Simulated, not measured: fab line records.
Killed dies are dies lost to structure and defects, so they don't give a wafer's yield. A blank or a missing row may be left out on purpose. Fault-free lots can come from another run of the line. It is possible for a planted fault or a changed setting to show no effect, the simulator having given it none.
Matching of chambers / flow n5_finfet / rie_diel-06 running N5_PMOS_HMC_CHANNEL_EPI_DESCUM_14: 4 sister chambers
The step chemistry O2, time 7.9 s. 4 wafers are shown with their chamber, then 9 later ones without.

WAFERS PAIRED WITH THEIR CHAMBERS
wafer=L084.5; chamber=1; showerhead_plenum_p_Torr (Torr)=2.08
wafer=L085.1; chamber=3; showerhead_plenum_p_Torr (Torr)=2.19
wafer=L085.4; chamber=2; showerhead_plenum_p_Torr (Torr)=2.18
wafer=L085.5; chamber=0; showerhead_plenum_p_Torr (Torr)=2.03

WAFERS WHOSE CHAMBER IS MISSING
wafer=L086.1; showerhead_plenum_p_Torr (Torr)=2.17
wafer=L086.2; showerhead_plenum_p_Torr (Torr)=2.08
wafer=L086.4; showerhead_plenum_p_Torr (Torr)=2.19
wafer=L089.1; showerhead_plenum_p_Torr (Torr)=2.07
wafer=L089.3; showerhead_plenum_p_Torr (Torr)=2.17
wafer=L089.4; showerhead_plenum_p_Torr (Torr)=2.03
wafer=L097.1; showerhead_plenum_p_Torr (Torr)=2.07
wafer=L097.3; showerhead_plenum_p_Torr (Torr)=2.02
wafer=L097.5; showerhead_plenum_p_Torr (Torr)=2.18

WHICH CHAMBER EACH ONE RAN IN
wafer=L086.1; from the rows above=can't be placed: 2 or 3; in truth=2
wafer=L086.2; from the rows above=1; in truth=1
wafer=L086.4; from the rows above=can't be placed: 3 or 2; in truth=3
wafer=L089.1; from the rows above=1; in truth=1
wafer=L089.3; from the rows above=can't be placed: 2 or 3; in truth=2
wafer=L089.4; from the rows above=0; in truth=0
wafer=L097.1; from the rows above=1; in truth=1
wafer=L097.3; from the rows above=0; in truth=0
wafer=L097.5; from the rows above=can't be placed: 2 or 3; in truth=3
Correctly placed: 5 of 9. These rows do not allow placing 4 (true chamber among the candidates in 4). Number placed wrongly: 0.
How it was worked out, from the rows above alone: a wafer's distance from a chamber is the root of the sum, over the readings, of the square of ((its reading less the chamber's mean) divided by the reading's scatter). The wafer belongs to the nearest chamber; if the next one is less than 2 further off, it can't be placed. The mean given for a chamber averages the wafers shown for that chamber. The scatter: root of mean squared gap, hidden wafer to nearest shown wafer, with one shown wafer a chamber.
